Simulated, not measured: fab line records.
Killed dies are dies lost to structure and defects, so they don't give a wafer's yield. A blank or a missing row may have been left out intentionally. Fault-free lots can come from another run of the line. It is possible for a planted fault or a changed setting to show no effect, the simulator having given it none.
fab line records ; flow n5Finfet
record: lots: 6; wafers: 15; lastDay: 17
route steps=1938 shown BEOL_M6@1254 BEOL_M7@1263
lots that met no fault: taken from a fault-free run of the same line
startH: start of the lot's first displayed wafer, in hours after the record's first day ; waitH: hours from the lot's prior step to this one ; " unchanged from the row above ; L1.1+2: one row covering several wafers at once ; - no value, or no start given ; * or withheld: withheld ; < > ~ a bound
route shown NAME@n: names a module that has steps shown in the file, with the first one's number in the route ; usual: the fault-free wafers' mean and standard deviation ; same: alike in all rows ; chamber/n: place in a boat ; sites: per-site readings ; _std_site: the standard deviation of these ; _edge_site: the outer-site mean with the inner-site mean subtracted ; radiusMm: how far each site lies from the wafer's centre ; mask NAME#n: copy n ; behind: the most recent tool/chamber to have shaped the wafer ; hold: why the lot went on hold/how many hours it stayed there/how the hold came to an end ; device: whichever transistor did not switch (one of n, p or np) ; end of line: tests of these same wafers at the route's end ; for a step that has no rows: nothing shown but its recipe ; killed: dies that structure and defects cost at the first sort, which is not the same as the wafer's yield ; map: shows each die of a wafer: x if killed, . if not, _ if none is there
set.NAME: the setting as run; set.NAME@STEP: as run at that earlier step ; model.NAME: the simulator's own value behind a step, which no gauge read
certain route steps with their lots: each step a table, each wafer a row
services: when a tool's chamber went out of use (startH, in hours from the record's first day, below 0 if earlier), for how many hours, and the reason
== steps ==
step: N5_BEOL_M6_SPUTTER_48
recipe: material: Cu; targetThkA: 100; tempC: -20; biasV: 60; powerW: 26000; chamberPressurePa: 0.13; timeS: 1.667
step: N5_BEOL_M6_ECD_50
recipe: material: Cu; targetThkA: 3000
step: N5_BEOL_M6_ANNEAL_51
recipe: tempC: 225; timeS: 90; ambient: N2
usual: annealTempC: 225.01/0.18; wafer_temp_C_max: 226.6/0.53
lot.wafer;tool;chamber;startH;waitH;annealTempC;wafer_temp_C_max
L194.1;rtpAnneal-02;0;198.88;0.1;224.95;227.3
L194.2;rtpAnneal-02;0;198.88;0.1;225.04;226.8
L194.6;rtpAnneal-02;0;198.88;0.1;224.86;227.2
L201.1;rtpAnneal-02;0;251.00;0.3;224.82;226.7
L201.4;rtpAnneal-02;0;251.00;0.3;224.99;226.7
L205.3;rtpAnneal-01;0;276.52;0.3;224.85;226.3
L205.4;rtpAnneal-01;0;276.52;0.3;225.10;226.1
L205.6;rtpAnneal-01;0;276.52;0.3;224.49;226.4
L209.4;rtpAnneal-02;0;307.48;2.4;224.94;227.0
L209.6;rtpAnneal-02;0;307.48;2.4;225.10;226.4
L211.1;rtpAnneal-02;0;309.17;2.3;225.03;226.5
L211.5;rtpAnneal-02;0;309.17;2.3;224.96;226.9
L211.6;rtpAnneal-02;0;309.17;2.3;224.92;227.5
L210.1;rtpAnneal-01;0;314.80;0.8;225.01;226.0
L210.6;rtpAnneal-01;0;314.80;0.8;224.98;226.1
step: N5_BEOL_M6_CMP_52
recipe: stopOn: SiCOH_lowk; tOverpolishS: 6.9; downForcePsi: 1; platenRpm: 50; clearingPlatenDownForcePsi: 1.5; clearingPlatenRpm: 50; postCmpClean: cuAlkaline; targetThkNm: 80; clearingPlatenPadVelocityMS: 0.99484; padVelocityMS: 0.99484
step: N5_BEOL_M6_THK_MEAS_53
recipe: thkMeasGauge: xrf; reads: Cu_of_BEOL_M6_ECD_50
usual: M6_THK: 80.4/2.9
lot.wafer;tool;chamber;startH;waitH;M6_THK[nm]
L194.1;filmMetro-01;-;199.48;-;77.9
L194.2;filmMetro-01;-;199.48;-;83.4
L194.6;filmMetro-01;-;199.48;-;78.8
L201.1;filmMetro-01;-;251.59;-;81.4
L201.4;filmMetro-01;-;251.59;-;81.6
L205.3;filmMetro-02;-;277.02;-;80.3
L205.4;filmMetro-02;-;277.02;-;79.6
L205.6;filmMetro-02;-;277.02;-;78.5
L209.4;filmMetro-02;-;307.94;-;83.0
L209.6;filmMetro-02;-;307.94;-;87.3
L211.1;filmMetro-02;-;309.77;-;76.5
L211.5;filmMetro-02;-;309.77;-;77.1
L211.6;filmMetro-02;-;309.77;-;77.8
L210.1;filmMetro-01;-;315.39;-;77.1
L210.6;filmMetro-01;-;315.39;-;80.6
step: N5_BEOL_M6_PRE_CLEAN_55
recipe: gas: NH3; timeS: 15; tempC: withheld; rfPowerW: 300
step: N5_BEOL_M6_DEP_56
recipe: material: SiCN; targetThkA: 100; tempC: withheld; precursor: 3MS/NH3; pressureTorr: 3; rfW: 202; timeS: 17.5
usual: showerheadPlenumPTorr: 3.671/0.013; throttleValvePct: 8.7/0.33
lot.wafer;tool;chamber;startH;waitH;showerheadPlenumPTorr;throttleValvePct
L194.1;pecvd-01;2;199.54;0.0;3.668;8.9
L194.2;pecvd-01;0;199.54;0.0;3.672;8.7
L194.6;pecvd-01;1;199.54;0.0;3.688;8.8
L201.1;pecvd-01;1;251.65;0.0;3.686;8.7
L201.4;pecvd-01;2;251.65;0.0;3.663;8.9
L205.3;pecvd-01;0;277.08;0.0;3.673;9.1
L205.4;pecvd-01;2;277.08;0.0;3.669;9.0
L205.6;pecvd-01;0;277.08;0.0;3.667;9.2
L209.4;pecvd-03;1;308.03;0.0;3.672;8.5
L209.6;pecvd-03;0;308.03;0.0;3.685;9.0
L211.1;pecvd-03;1;309.83;0.0;3.674;8.4
L211.5;pecvd-03;1;309.83;0.0;3.662;8.5
L211.6;pecvd-03;0;309.83;0.0;3.678;9.3
L210.1;pecvd-04;0;315.45;0.0;3.660;8.8
L210.6;pecvd-04;1;315.45;0.0;3.645;8.8
step: N5_BEOL_M6_RS_MEAS_57
recipe: thkMeasGauge: four-point-probe; reads: Cu_of_BEOL_M6_ECD_50+Co_of_BEOL_M6_CVD_78+TaN_of_BEOL_M6_ALD_77
usual: M6_RS: 0.286/0.011
lot.wafer;tool;chamber;startH;waitH;M6_RS[ohm/sq]
L194.1;filmMetro-01;-;199.61;0.1;0.298
L194.2;filmMetro-01;-;199.61;0.1;0.275
L194.6;filmMetro-01;-;199.61;0.1;0.294
L201.1;filmMetro-01;-;251.72;0.1;0.279
L201.4;filmMetro-01;-;251.72;0.1;0.280
L205.3;filmMetro-02;-;277.15;0.1;0.285
L205.4;filmMetro-02;-;277.15;0.1;0.287
L205.6;filmMetro-02;-;277.15;0.1;0.293
L209.4;filmMetro-01;-;308.09;0.0;0.276
L209.6;filmMetro-01;-;308.09;0.0;0.258
L211.1;filmMetro-02;-;309.90;0.1;0.298
L211.5;filmMetro-02;-;309.90;0.1;0.296
L211.6;filmMetro-02;-;309.90;0.1;0.294
L210.1;filmMetro-02;-;315.52;0.1;0.300
L210.6;filmMetro-02;-;315.52;0.1;0.284
step: N5_BEOL_M6_INSPECT_58
recipe: inspectInstrument: darkfield; mode: postDep
usual: rawDefectCount: 71/23
lot.wafer;tool;chamber;startH;waitH;rawDefectCount
L194.1;defectInspect-01;-;199.64;0.0;67
L194.2;defectInspect-01;-;199.64;0.0;61
L194.6;defectInspect-01;-;199.64;0.0;60
L201.1;defectInspect-02;-;251.75;0.0;81
L201.4;defectInspect-02;-;251.75;0.0;137
L205.3;defectInspect-02;-;277.18;0.0;65
L205.4;defectInspect-02;-;277.18;0.0;51
L205.6;defectInspect-02;-;277.18;0.0;59
L209.4;defectInspect-02;-;308.11;0.0;90
L209.6;defectInspect-02;-;308.11;0.0;65
L211.1;defectInspect-02;-;309.92;0.0;123
L211.5;defectInspect-02;-;309.92;0.0;100
L211.6;defectInspect-02;-;309.92;0.0;77
L210.1;defectInspect-02;-;315.54;0.0;43
L210.6;defectInspect-02;-;315.54;0.0;55
step: N5_BEOL_M7_ILD_DEP_00
recipe: material: SiCOH_lowk; targetThkA: 1797.5; tempC: 300; precursor: DEMS/porogen; pressureTorr: 5; rfW: 500; timeS: 33.4
usual: heaterPowerW: 299/33; showerheadPlenumPTorr: 5.736/0.012; throttleValvePct: 13.7/0.58
lot.wafer;tool;chamber;startH;waitH;heaterPowerW;showerheadPlenumPTorr;throttleValvePct
L194.1;pecvd-02;2;199.68;0.0;257;5.722;13.9
L194.2;pecvd-02;1;199.68;0.0;302;5.759;14.6
L194.6;pecvd-02;1;199.68;0.0;312;5.755;14.6
L201.1;pecvd-02;2;251.78;0.0;267;5.723;14.0
L201.4;pecvd-02;0;251.78;0.0;261;5.739;14.0
L205.3;pecvd-01;2;277.21;0.0;256;5.735;13.7
L205.4;pecvd-01;2;277.21;0.0;255;5.741;13.9
L205.6;pecvd-01;1;277.21;0.0;287;5.758;13.2
L209.4;pecvd-02;1;308.17;0.1;352;5.739;14.7
L209.6;pecvd-02;2;308.17;0.1;289;5.738;14.1
L211.1;pecvd-01;2;309.96;0.0;291;5.742;13.7
L211.5;pecvd-01;1;309.96;0.0;270;5.747;13.1
L211.6;pecvd-01;2;309.96;0.0;285;5.740;13.5
L210.1;pecvd-02;2;315.58;0.0;259;5.729;13.5
L210.6;pecvd-02;0;315.58;0.0;309;5.724;13.9
step: N5_BEOL_M7_CURE_74
recipe: tempC: 385; timeS: 240; ambient: He/Ar; material: SiCOH_lowk
step: N5_BEOL_M7_THK_MEAS_01
recipe: reads: SiCOH_lowk_of_BEOL_M7_ILD_DEP_00
usual: M7_ILD_THK: 154.9/1.9
lot.wafer;tool;chamber;startH;waitH;M7_ILD_THK[nm]
L194.1;filmMetro-01;-;200.25;0.4;157.0
L194.2;filmMetro-01;-;200.25;0.4;153.0
L194.6;filmMetro-01;-;200.25;0.4;156.5
L201.1;filmMetro-02;-;252.36;0.4;153.0
L201.4;filmMetro-02;-;252.36;0.4;155.9
L205.3;filmMetro-01;-;277.79;0.3;153.8
L205.4;filmMetro-01;-;277.79;0.3;158.6
L205.6;filmMetro-01;-;277.79;0.3;155.3
L209.4;filmMetro-01;-;308.73;0.2;154.1
L209.6;filmMetro-01;-;308.73;0.2;155.8
L211.1;filmMetro-02;-;310.54;0.4;154.8
L211.5;filmMetro-02;-;310.54;0.4;152.9
L211.6;filmMetro-02;-;310.54;0.4;158.1
L210.1;filmMetro-02;-;316.16;0.4;151.0
L210.6;filmMetro-02;-;316.16;0.4;154.2
step: N5_BEOL_M7_PECVD_70
recipe: material: SiO2; targetThkA: 200; tempC: 400; precursor: TEOS/O2; pressureTorr: 5.5; rfW: 450; teosFlowSccm: 53.8; gas: O2; flowSccm: 3000; timeS: 22.7
usual: heaterPowerW: 690/58; showerheadPlenumPTorr: 8.77/0.048; throttleValvePct: 21.9/0.89
lot.wafer;tool;chamber;startH;waitH;heaterPowerW;showerheadPlenumPTorr;throttleValvePct;model.SiO2_of_BEOL_M7_PECVD_70.thkNm
L194.1;pecvd-02;1;200.29;0.0;777;8.82;23.7;20.2
L194.2;pecvd-02;0;200.29;0.0;707;8.76;22.6;20
L194.6;pecvd-02;0;200.29;0.0;703;8.75;22.6;20
L201.1;pecvd-04;0;252.40;0.0;603;8.71;21.7;20
L201.4;pecvd-04;2;252.40;0.0;715;8.78;20.0;20.6
L205.3;pecvd-01;1;277.83;0.0;745;8.84;21.8;19.8
L205.4;pecvd-01;1;277.83;0.0;761;8.84;21.7;20.2
L205.6;pecvd-01;2;277.83;0.0;668;8.79;22.1;19.8
L209.4;pecvd-01;2;308.78;0.1;550;8.79;22.0;33.2
L209.6;pecvd-01;1;308.78;0.1;637;8.83;21.9;33.8
L211.1;pecvd-02;1;310.57;0.0;734;8.81;23.6;19.8
L211.5;pecvd-02;1;310.57;0.0;760;8.83;23.6;19.8
L211.6;pecvd-02;0;310.57;0.0;585;8.74;22.6;19.8
L210.1;pecvd-01;0;316.19;0.0;613;8.79;21.9;19.8
L210.6;pecvd-01;1;316.19;0.0;619;8.85;21.8;34.2
step: N5_BEOL_M7_HM_DEP_02
recipe: material: TiN; targetThkA: 200; tempC: 25; chamberPressurePa: 0.49996
step: N5_BEOL_M7_COAT_59
recipe: resist: SOC; tempC: 250; timeS: 60; spinRpm: 1500; resistThkNm: 100
step: N5_BEOL_M7_COAT_60
recipe: resist: SiARC; tempC: 220; timeS: 60; spinRpm: 1500; resistThkNm: 35
step: N5_BEOL_M7_COAT_05
recipe: resist: CAR-ArF; spinRpm: 1500; resistThkNm: 90
step: N5_BEOL_M7_EBR_07
recipe: solvent: PGMEA; ebrWidthMm: 1.5
step: N5_BEOL_M7_SOFTBAKE_06
recipe: tempC: 110; timeS: 60; resist: CAR-ArF
step: N5_BEOL_M7_EXPOSE_08
recipe: maskId: M7; na: 1.35; sourceShape: dipole; sigmaInner: 0.817; sigmaOuter: 0.97; polarization: te; doseMj: 68.25
step: N5_BEOL_M7_PEB_09
recipe: pebTempC: withheld; pebTimeS: 60; resist: CAR-ArF
step: N5_BEOL_M7_DEVELOP_10
recipe: developTimeS: 30; developer: TMAH; resist: CAR-ArF; rinseLiquid: diw; dry: airSpin; devTempC: 23
step: N5_BEOL_M7_CD_MEAS_11
recipe: targetCdNm: 38.5; landingEnergyEv: 500; detector: seInlens; polarity: opening
usual: cdNm: 38.5/0.61
lot.wafer;tool;chamber;startH;waitH;cdNm
L194.1;cdSem-03;0;200.89;-;38.4
L194.2;cdSem-03;0;200.89;-;39.5
L194.6;cdSem-03;0;200.89;-;39.0
L201.1;cdSem-02;0;253.22;-;38.1
L201.4;cdSem-02;0;253.22;-;38.1
L205.3;cdSem-03;0;279.08;-;38.9
L205.4;cdSem-03;0;279.08;-;38.7
L205.6;cdSem-03;0;279.08;-;38.4
L209.4;cdSem-03;0;309.99;-;38.4
L209.6;cdSem-03;0;309.99;-;38.6
L211.1;cdSem-01;0;312.32;-;37.1
L211.5;cdSem-01;0;312.32;-;37.4
L211.6;cdSem-01;0;312.32;-;37.1
L210.1;cdSem-02;0;318.82;-;38.9
L210.6;cdSem-02;0;318.82;-;38.0
step: N5_BEOL_M7_OVL_MEAS_12
recipe: pointsPerWafer: 44
usual: M7_OVL: 0.0/0.89
same: pointsPerWafer: 44
lot.wafer;tool;chamber;startH;waitH;M7_OVL[nm]
L194.1;overlay-01;0;200.92;0.0;-0.3
L194.2;overlay-01;0;200.92;0.0;0.9
L194.6;overlay-01;0;200.92;0.0;0.0
L201.1;overlay-02;0;253.25;0.0;-0.1
L201.4;overlay-02;0;253.25;0.0;-0.3
L205.3;overlay-02;0;279.11;0.0;0.5
L205.4;overlay-02;0;279.11;0.0;0.2
L205.6;overlay-02;0;279.11;0.0;0.0
L209.4;overlay-01;0;310.02;0.0;-1.4
L209.6;overlay-01;0;310.02;0.0;-2.0
L211.1;overlay-02;0;312.35;0.0;0.9
L211.5;overlay-02;0;312.35;0.0;0.3
L211.6;overlay-02;0;312.35;0.0;-0.3
L210.1;overlay-02;0;318.85;0.0;0.6
L210.6;overlay-02;0;318.85;0.0;0.5
step: N5_BEOL_M7_INSPECT_13
recipe: mode: adi; inspectInstrument: brightfield
usual: rawDefectCount: 395/89
lot.wafer;tool;chamber;startH;waitH;rawDefectCount
L194.1;defectInspect-01;-;200.94;0.0;354
L194.2;defectInspect-01;-;200.94;0.0;394
L194.6;defectInspect-01;-;200.94;0.0;319
L201.1;defectInspect-02;-;253.27;0.0;406
L201.4;defectInspect-02;-;253.27;0.0;463
L205.3;defectInspect-02;-;279.14;0.0;322
L205.4;defectInspect-02;-;279.14;0.0;345
L205.6;defectInspect-02;-;279.14;0.0;380
L209.4;defectInspect-02;-;310.04;0.0;437
L209.6;defectInspect-02;-;310.04;0.0;353
L211.1;defectInspect-02;-;312.37;0.0;406
L211.5;defectInspect-02;-;312.37;0.0;305
L211.6;defectInspect-02;-;312.37;0.0;466
L210.1;defectInspect-01;-;318.88;0.0;402
L210.6;defectInspect-01;-;318.88;0.0;430
step: N5_BEOL_M7_DESCUM_16
recipe: chemistry: O2; timeS: 7.9; sourcePowerW: 50; biasPowerW: 20; pressureMtorr: 20; rfFrequencyHz: 2.712e+07; tempC: 40; resist: CAR-ArF; o2FlowSccm: 225
step: N5_BEOL_M7_ETCH_61
recipe: chemistry: CF4; target: SiARC; targetDepthA: 455; maskMaterial: CAR-ArF; timeS: 75.8; ionEnergyEv: 80; pressureMtorr: 40; sourceW: 545; biasW: 36; Ar_flow_sccm: 100; cf4FlowSccm: 100; ends: cleared
usual: drypumpMotorCurrentA: 5.8/0.48; etchRfOnTimeS: 76.1/2.4; oesProductAu: 0.61/0.051; rfVppV: 184.5/0.91; showerheadPlenumPTorr: 2.17/0.053; throttleValvePct: 15.70/0.18
lot.wafer;tool;chamber;startH;waitH;drypumpMotorCurrentA;etchRfOnTimeS;oesProductAu;rfHoursCounterH;rfVppV;showerheadPlenumPTorr;throttleValvePct
L194.1;rieDiel-06;0;201.33;0.0;5.7;79.1;0.59;203;184.0;2.19;15.46
L194.2;rieDiel-06;1;201.33;0.0;5.7;76.2;0.58;209;185.6;2.22;15.55
L194.6;rieDiel-06;0;201.33;0.0;5.7;78.6;0.59;-;185.2;2.19;15.47
L201.1;rieDiel-05;3;254.29;0.0;6.1;75.3;0.58;244;182.3;2.12;15.86
L201.4;rieDiel-05;0;254.29;0.0;5.3;70.8;0.66;176;184.9;2.23;15.51
L205.3;rieDiel-03;0;279.57;0.0;5.9;78.0;0.58;215;186.5;2.21;15.71
L205.4;rieDiel-03;3;279.57;0.0;5.8;75.3;0.57;250;184.4;2.21;16.13
L205.6;rieDiel-03;3;279.57;0.0;5.8;74.7;0.57;-;184.8;2.21;16.14
L209.4;rieDiel-03;2;310.24;0.0;5.6;79.2;0.63;-;184.2;2.15;15.90
L209.6;rieDiel-03;0;310.24;0.0;5.9;78.8;0.57;-;183.8;2.21;15.73
L211.1;rieDiel-06;3;312.76;0.0;5.2;76.5;0.59;247;182.8;2.04;15.88
L211.5;rieDiel-06;1;312.76;0.0;5.7;76.0;0.56;-;185.7;2.21;15.62
L211.6;rieDiel-06;2;312.76;0.0;6.7;76.7;0.63;-;183.1;2.06;15.75
L210.1;rieDiel-05;2;318.98;0.0;6.3;76.1;0.60;244;184.9;2.18;15.53
L210.6;rieDiel-05;0;318.98;0.0;5.3;70.4;0.65;-;185.0;2.22;15.54
step: N5_BEOL_M7_ETCH_62
recipe: chemistry: N2/H2; target: SOC; targetDepthA: 1100; overetchA: 220; maskMaterial: SiARC; tempC: 40; timeS: 165; ionEnergyEv: 200; pressureMtorr: 30; sourceW: 840; biasW: 150; n2FlowSccm: 200; h2FlowSccm: 200
step: N5_BEOL_M7_STRIP_68
recipe: chemistry: N2/H2; tempC: 40; n2FlowSccm: 200; h2FlowSccm: 200; rfFrequencyHz: 6e+07
step: N5_BEOL_M7_STRIP_67
recipe: chemistry: CF4; resist: SiARC; powerW: 300; biasPowerW: 75; pressureMtorr: 50; cf4FlowSccm: 150; rfFrequencyHz: 6e+07
usual: drypumpMotorCurrentA: 5.8/0.48; oesProductAu: 0.72/0.055; rfVppV: 271.5/1.4; showerheadPlenumPTorr: 1.82/0.044; throttleValvePct: 13.68/0.18
lot.wafer;tool;chamber;startH;waitH;drypumpMotorCurrentA;oesProductAu;rfHoursCounterH;rfVppV;showerheadPlenumPTorr;throttleValvePct
L194.1;rieDiel-06;0;201.53;0.0;5.7;0.71;203;272.4;1.84;13.52
L194.2;rieDiel-06;1;201.53;0.0;5.7;0.69;209;272.5;1.84;13.48
L194.6;rieDiel-06;0;201.53;0.0;5.7;0.71;-;273.0;1.84;13.51
L201.1;rieDiel-05;3;254.49;0.0;6.0;0.66;244;271.3;1.76;13.80
L201.4;rieDiel-05;0;254.49;0.0;5.3;0.73;176;270.7;1.87;13.51
L205.3;rieDiel-03;0;279.77;0.0;5.9;0.70;215;271.5;1.85;13.68
L205.4;rieDiel-03;3;279.77;0.0;5.9;0.66;250;271.4;1.85;14.11
L205.6;rieDiel-03;3;279.77;0.0;5.9;0.66;-;270.7;1.85;14.14
L209.4;rieDiel-03;2;310.42;0.0;5.6;0.75;-;271.2;1.80;13.86
L209.6;rieDiel-03;0;310.42;0.0;5.9;0.68;-;272.1;1.85;13.70
L211.1;rieDiel-06;3;312.96;0.0;5.1;0.71;247;270.5;1.73;13.92
L211.5;rieDiel-06;1;312.96;0.0;5.7;0.67;-;271.8;1.83;13.59
L211.6;rieDiel-06;2;312.96;0.0;6.7;0.75;-;267.7;1.72;13.71
L210.1;rieDiel-05;2;319.18;0.0;6.3;0.70;244;271.6;1.81;13.52
L210.6;rieDiel-05;0;319.18;0.0;5.3;0.72;-;271.6;1.87;13.56
step: N5_BEOL_M7_HM_OPEN_17
recipe: chemistry: Cl2/BCl3; targetDepthA: 200; overetchA: 60; target: TiN; maskMaterial: SOC; ionEnergyEv: 150; pressureMtorr: 10; icpW: 1000; biasW: 126; Cl2_flow_sccm: 53.25; bcl3FlowSccm: 21.75; Ar_flow_sccm: 25
step: N5_BEOL_M7_STRIP_19
recipe: chemistry: O2; powerW: 400; tempC: 40; pressureMtorr: 30; rfFrequencyHz: 6e+07; biasPowerW: 0; overashFraction: 0.2; o2FlowSccm: 225
step: N5_BEOL_M7_CD_MEAS_18
recipe: pitchNm: 80; targetCdNm: 40
usual: cdNm: 39.9/0.78
lot.wafer;tool;chamber;startH;waitH;cdNm
L194.1;cdSem-03;-;201.76;0.0;39.9
L194.2;cdSem-03;-;201.76;0.0;39.8
L194.6;cdSem-03;-;201.76;0.0;40.7
L201.1;cdSem-03;-;254.75;0.0;40.2
L201.4;cdSem-03;-;254.75;0.0;39.7
L205.3;cdSem-01;-;280.00;0.1;40.5
L205.4;cdSem-01;-;280.00;0.1;40.5
L205.6;cdSem-01;-;280.00;0.1;39.3
L209.4;cdSem-01;-;310.64;0.0;39.9
L209.6;cdSem-01;-;310.64;0.0;39.9
L211.1;cdSem-01;-;313.26;0.0;38.9
L211.5;cdSem-01;-;313.26;0.0;38.6
L211.6;cdSem-01;-;313.26;0.0;38.7
L210.1;cdSem-02;-;319.40;0.0;39.7
L210.6;cdSem-02;-;319.40;0.0;39.7
step: N5_BEOL_M7_COAT_63
recipe: resist: SOC; tempC: 250; timeS: 60; spinRpm: 1500; resistThkNm: 60
step: N5_BEOL_M7_COAT_64
recipe: resist: SiARC; tempC: 220; timeS: 60; spinRpm: 1500; resistThkNm: 12
step: N5_BEOL_M7_COAT_71
recipe: resist: underlayer; tempC: 205; timeS: 60; spinRpm: 1500; resistThkNm: 5
step: N5_BEOL_M7_COAT_22
recipe: resist: CAR-EUV; spinRpm: 1500; resistThkNm: 30
step: N5_BEOL_M7_EBR_24
recipe: solvent: PGMEA; ebrWidthMm: 1.5
step: N5_BEOL_M7_SOFTBAKE_23
recipe: tempC: 110; timeS: 60; resist: CAR-EUV
step: N5_BEOL_M7_EXPOSE_25
recipe: maskId: V6; na: 0.33; sourceShape: annular; sigmaInner: 0.4; sigmaOuter: 0.8; polarization: unpolarized; targetCdNm: 40; doseMj: 42.5
step: N5_BEOL_M7_PEB_26
recipe: pebTempC: 100; pebTimeS: 60; resist: CAR-EUV
step: N5_BEOL_M7_DEVELOP_27
recipe: developTimeS: 30; developer: TMAH; resist: CAR-EUV; rinseLiquid: surfactantRinse; dry: airSpin; devTempC: 23
step: N5_BEOL_M7_HM_STRIP_39
recipe: chemistry: peroxideTinStrip; material: TiN; targetDepthA: 250; tempC: 50; timeS: 158
lot.wafer;tool;chamber;startH;waitH;model.SiO2_of_BEOL_M7_PECVD_70.thkNm
L194.1+6;wetBench-02;1,7;205.84;0.0;20
L194.2;wetBench-02;4;205.84;0.0;19.8
L201.1;wetBench-02;2;256.23;0.0;19.8
L201.4;wetBench-02;3;256.23;0.0;20.4
L205.3;wetBench-03;6;284.33;0.0;19.8
L205.4;wetBench-03;4;284.33;0.0;20
L205.6;wetBench-03;0;284.33;0.0;19.6
L209.4;wetBench-05;4;311.69;0.0;33
L209.6;wetBench-05;2;311.69;0.0;33.8
L211.1+6;wetBench-03;7,2;314.30;0.0;19.6
L211.5;wetBench-03;0;314.30;0.0;19.8
L210.1;wetBench-03;1;320.47;0.0;19.8
L210.6;wetBench-03;2;320.47;0.0;34
step: N5_BEOL_M7_CMP_52
recipe: stopOn: SiCOH_lowk; tOverpolishS: 6.9; downForcePsi: 1; platenRpm: 50; clearingPlatenDownForcePsi: 1.5; clearingPlatenRpm: 50; postCmpClean: cuAlkaline; targetThkNm: 80; clearingPlatenPadVelocityMS: 0.99484; padVelocityMS: 0.99484
usual: barrierFieldEndpointS: 28.9/0.79; clearingPlatenDownForcePsi: 1.500/0.003; motorCurrentA: 6.2/0.83; overpolishRunS: 6.900/0.0097; retainingRingPressureFrac: 0.999/0.005
lot.wafer;tool;chamber;startH;waitH;barrierFieldEndpointS;clearingPlatenDownForcePsi;motorCurrentA;overpolishRunS;retainingRingPressureFrac
L194.1;cmp-02;1;207.53;0.3;31.4;1.499;6.4;6.910;0.992
L194.2;cmp-02;2;207.53;0.3;28.8;1.501;4.9;6.885;1.006
L194.6;cmp-02;0;207.53;0.3;29.1;1.495;6.1;6.912;1.007
L201.4;cmp-01;0;259.47;0.2;29.7;1.496;6.2;6.914;1.005
L201.1;cmp-01;1;259.47;0.2;29.2;1.503;6.4;6.900;0.993
L205.3;cmp-04;2;286.88;0.2;28.5;1.503;5.3;6.894;0.988
L205.4;cmp-04;3;286.88;0.2;28.1;1.506;5.5;6.890;0.992
L205.6;cmp-04;0;286.88;0.2;29.5;1.499;5.9;6.909;0.995
L209.4;cmp-02;2;314.82;0.1;42.9;1.508;4.7;4.192;0.994
L209.6;cmp-02;3;314.82;0.1;43.3;1.501;6.1;3.743;0.994
L211.1;cmp-02;2;316.21;0.4;29.0;1.504;4.9;6.900;0.998
L211.5;cmp-02;3;316.21;0.4;28.5;1.496;6.0;6.895;1.003
L211.6;cmp-02;0;316.21;0.4;28.8;1.500;6.5;6.896;1.004
L210.1;cmp-02;0;324.19;0.7;28.2;1.497;6.3;6.893;1.000
L210.6;cmp-02;2;324.19;0.7;45.1;1.500;4.7;1.935;0.999
== services ==
tool;chamber;startH;hours;kind
rieDiel-06;-;182.23;2.8;pm
pecvd-03;1;184.02;19.0;repair
pecvd-04;-;190.11;0.7;repair
pecvd-04;2;206.38;3.8;repair
cmp-01;-;214.55;4.0;pm
pecvd-02;-;222.95;4.3;pm
cmp-04;-;232.99;0.6;repair
cmp-02;-;239.18;8.5;repair
rieDiel-03;-;242.73;14.6;pm
cmp-04;-;264.32;1.6;repair
pecvd-02;-;271.36;6.0;pm
cmp-04;-;273.48;12.2;repair
cmp-02;-;273.72;4.0;pm
rieDiel-05;1;282.09;17.6;repair
pecvd-03;2;293.08;6.2;repair
cmp-04;-;293.73;0.5;repair
rieDiel-05;2;299.70;4.2;repair
rieDiel-05;-;302.74;1.0;repair
rtpAnneal-01;-;304.99;3.9;pm
pecvd-04;-;308.81;2.8;pm
pecvd-04;-;312.50;1.0;repair
cmp-04;-;314.30;9.5;repair
pecvd-01;-;318.70;1.5;repair
cmp-04;-;323.82;4.4;pm
== key ==
firstSign: step: N5_BEOL_M7_CMP_52; reading: overpolishRunS; direction: down; sigmas: 99+; usual: 6.900; struck: 3.290
effect: step: N5_BEOL_M7_CMP_52; reading: barrierFieldEndpointS; direction: up; sigmas: 19; usual: 28.9; struck: 43.8
modelEffect: step: N5_BEOL_M7_PECVD_70; value: SiO2_of_BEOL_M7_PECVD_70.thkNm; without: 20.33; struck: 33.73
modelEffect: step: N5_BEOL_M7_HM_STRIP_39; value: SiO2_of_BEOL_M7_PECVD_70.thkNm; without: 20.13; struck: 33.6
metAt N5_BEOL_M7_PECVD_70
struckWafers L209.4,L209.6,L210.6
onsetBetween 277.83 308.78
fault: kind: processParameterDrift; tool: pecvd-01; chamber: -; onsetH: 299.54; steps: N5_BEOL_M7_PECVD_70; channel: timeS; offset: *; shape: step; endH: 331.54; scope: struckWafersOnly; actsIn: *; stated: *
